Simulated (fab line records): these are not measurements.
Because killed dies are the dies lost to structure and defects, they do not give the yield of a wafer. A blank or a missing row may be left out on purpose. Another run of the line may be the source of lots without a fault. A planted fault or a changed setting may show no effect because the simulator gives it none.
Shared-tool check :: flow n5 finfet :: 27 wafers sampled across 9 lots

WHAT PROMPTED THE OPENING
On 3 of the 9 lots, a flag is raised at N5_BEOL_M8_OCD_MEAS_38 on the reading trench depth nm. No-fault wafers: 93.4 nm, standard deviation 1.8.
Rule: a lot gets a flag if all its wafers with a number sit over 4 standard deviations from that mean, or if no wafer of it has a number. As for the other lots, they are considered sound.

lot: L981
measured: day 10 20:25
on: ocd-01
trench depth nm (nm), wafer by wafer: 0 0 0.4
flag: FLAGGED

lot: L983
measured: day 11 12:04
on: ocd-01
trench depth nm (nm), wafer by wafer: 0 0.2 0
flag: FLAGGED

lot: L982
measured: day 11 20:22
on: ocd-02
trench depth nm (nm), wafer by wafer: 0 0 0
flag: FLAGGED

lot: L990
measured: day 14 14:27
on: ocd-02
trench depth nm (nm), wafer by wafer: 92.4 93.5 96.1
flag: 

lot: L996
measured: day 15 23:51
on: ocd-02
trench depth nm (nm), wafer by wafer: 95.7 95.5 90.7
flag: 

lot: L999
measured: day 16 01:39
on: ocd-01
trench depth nm (nm), wafer by wafer: 95.4 95.6 95.6
flag: 

lot: L998
measured: day 16 07:45
on: ocd-02
trench depth nm (nm), wafer by wafer: 92.8 91.1 90.4
flag: 

lot: L101
measured: day 16 10:44
on: ocd-01
trench depth nm (nm), wafer by wafer: 95.3 91.5 95.6
flag: 

lot: L102
measured: day 17 13:35
on: ocd-02
trench depth nm (nm), wafer by wafer: 93.3 90.9 93.3
flag: 
The numbers of the flagged lots are 0.1 nm on average: -93.3 nm against the usual, or -52 standard deviations.

EACH LOT AND THE TOOL IT RAN ON
The record holds 2 process steps before the reading, out of a route of 1938 steps. Cell contents, in order: the tool; ch with the chambers the sampled wafers went through; the start.
lot: L981
flag: FLAGGED
N5_BEOL_M8_TRENCH_ETCH_37: rie diel-06 ch 0,2, day 10 20:15
N5_BEOL_M8_STRIP_80: rie diel-06 ch 0,2, day 10 20:25 or earlier

lot: L983
flag: FLAGGED
N5_BEOL_M8_TRENCH_ETCH_37: rie diel-01 ch 1,2, day 11 11:55
N5_BEOL_M8_STRIP_80: rie diel-01 ch 1,2, day 11 12:04 or earlier

lot: L982
flag: FLAGGED
N5_BEOL_M8_TRENCH_ETCH_37: rie diel-06 ch 0,1,2, day 11 20:12
N5_BEOL_M8_STRIP_80: rie diel-06 ch 0,1,2, day 11 20:22 or earlier

lot: L990
flag: 
N5_BEOL_M8_TRENCH_ETCH_37: rie diel-01 ch 0,2,3, day 14 14:17
N5_BEOL_M8_STRIP_80: rie diel-01 ch 0,2,3, day 14 14:27 or earlier

lot: L996
flag: 
N5_BEOL_M8_TRENCH_ETCH_37: rie diel-01 ch 1,2, day 15 23:42
N5_BEOL_M8_STRIP_80: rie diel-01 ch 1,2, day 15 23:51 or earlier

lot: L999
flag: 
N5_BEOL_M8_TRENCH_ETCH_37: rie diel-04 ch 0,3, day 16 01:29
N5_BEOL_M8_STRIP_80: rie diel-04 ch 0,3, day 16 01:39 or earlier

lot: L998
flag: 
N5_BEOL_M8_TRENCH_ETCH_37: rie diel-01 ch 0,2, day 16 07:35
N5_BEOL_M8_STRIP_80: rie diel-01 ch 0,2, day 16 07:45 or earlier

lot: L101
flag: 
N5_BEOL_M8_TRENCH_ETCH_37: rie diel-01 ch 1,2,3, day 16 10:34
N5_BEOL_M8_STRIP_80: rie diel-01 ch 1,2,3, day 16 10:44 or earlier

lot: L102
flag: 
N5_BEOL_M8_TRENCH_ETCH_37: rie diel-01 ch 0,1,3, day 17 13:26
N5_BEOL_M8_STRIP_80: rie diel-01 ch 0,1,3, day 17 13:35 or earlier
What is done by these steps:
- N5_BEOL_M8_TRENCH_ETCH_37: etches SiCOH lowk in C4F6/O2, target depth 93.478 nm, time 31.2 s.
- N5_BEOL_M8_STRIP_80: strips in N2/H2, time 10 s.
- N5_BEOL_M8_OCD_MEAS_38

FLAGGED OVER TOTAL, TOOL BY TOOL (the gauges that took the reading come last)
step: N5_BEOL_M8_TRENCH_ETCH_37
tool: rie diel-01
lots run: 6
flagged: 1
share of the flagged lots: some
sound lots run after its first flagged lot: 5 (L990,L996,L998,L101,L102)

step: N5_BEOL_M8_TRENCH_ETCH_37
tool: rie diel-04
lots run: 1
flagged: 0
share of the flagged lots: none
sound lots run after its first flagged lot: -

step: N5_BEOL_M8_TRENCH_ETCH_37
tool: rie diel-06
lots run: 2
flagged: 2
share of the flagged lots: some
sound lots run after its first flagged lot: 0

step: N5_BEOL_M8_STRIP_80
tool: rie diel-01
lots run: 6
flagged: 1
share of the flagged lots: some
sound lots run after its first flagged lot: 5 (L990,L996,L998,L101,L102)

step: N5_BEOL_M8_STRIP_80
tool: rie diel-04
lots run: 1
flagged: 0
share of the flagged lots: none
sound lots run after its first flagged lot: -

step: N5_BEOL_M8_STRIP_80
tool: rie diel-06
lots run: 2
flagged: 2
share of the flagged lots: some
sound lots run after its first flagged lot: 0

step: N5_BEOL_M8_OCD_MEAS_38
tool: ocd-01
lots run: 4
flagged: 2
share of the flagged lots: some
sound lots run after its first flagged lot: 2 (L999,L101)

step: N5_BEOL_M8_OCD_MEAS_38
tool: ocd-02
lots run: 5
flagged: 1
share of the flagged lots: some
sound lots run after its first flagged lot: 4 (L990,L996,L998,L102)
With no start given for some of its lots, N5_BEOL_M8_STRIP_80 uses the hours and lot order of N5_BEOL_M8_OCD_MEAS_38.

WHAT THE TABLE ALLOWS
No row of the table ran every flagged lot.

WHAT WAS PUT IN BY THE SIMULATOR
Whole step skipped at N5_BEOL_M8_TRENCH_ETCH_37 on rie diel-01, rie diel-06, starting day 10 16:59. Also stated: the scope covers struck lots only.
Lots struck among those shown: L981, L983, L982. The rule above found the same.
